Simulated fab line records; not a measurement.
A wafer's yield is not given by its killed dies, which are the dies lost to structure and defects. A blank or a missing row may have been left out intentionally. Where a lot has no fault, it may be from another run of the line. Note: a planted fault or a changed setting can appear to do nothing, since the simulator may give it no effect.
What tool caused it? | flow nand_harc | 21 wafers from 7 lots sampled at 3 of the route's 1159 steps

WHAT THE GAUGES SHOWED, per wafer
NHARC_END_SORT_01.
lot  | measured     | on        | killed_at_array
L818 | day 22 09:26 | prober-02 | 16 18 13

WHICH TOOL RAN EACH LOT (tool, then ch and the chambers of the sampled wafers, then the start)
lot  | NHARC_P_CONTACT_DEP_30          | NHARC_THIN_TSV_DEGAS_49
L806 | pecvd-04 ch 0,2, day 5 10:25    | pvd_sputter-02, day 19 02:39
L808 | pecvd-04 ch 0,2, day 6 02:31    | pvd_sputter-02, day 19 04:55
L811 | pecvd-03 ch 0,1,2, day 7 03:50  | pvd_sputter-01, day 20 19:02
L818 | pecvd-03 ch 0,1, day 8 20:01    | pvd_sputter-03, day 21 18:24
L823 | pecvd-04 ch 0,1, day 9 23:48    | pvd_sputter-02, day 23 14:52
L825 | pecvd-01 ch 0,1,2, day 10 12:49 | pvd_sputter-02, day 23 22:27
L828 | pecvd-03 ch 0,1,2, day 11 03:51 | pvd_sputter-01, day 24 17:28
- NHARC_P_CONTACT_DEP_30: deposits SiNx, target thk 30 nm.
- NHARC_THIN_TSV_DEGAS_49: time 120 s.

THE ANSWER, worked out from the rows above alone
Rule: the lots themselves supply what counts as usual. The widest of any qualifying gaps counts: lots, ordered by their means at a reading, are off when they make up no more than a third of the lots, leave a main group of 4 or more, and stand apart from it by 3 or more times the standard deviation of that group's means. Not used: any main group whose means are identical at the precision the tables above print for the reading. A lot without any number at a reading at which 4 lots or more have one is off too. Any other lot the step has rows for is counted as sound.
No lot is off on any of the readings shown, so nothing can be concluded from this.

WHAT THE SIMULATOR HAD PUT IN
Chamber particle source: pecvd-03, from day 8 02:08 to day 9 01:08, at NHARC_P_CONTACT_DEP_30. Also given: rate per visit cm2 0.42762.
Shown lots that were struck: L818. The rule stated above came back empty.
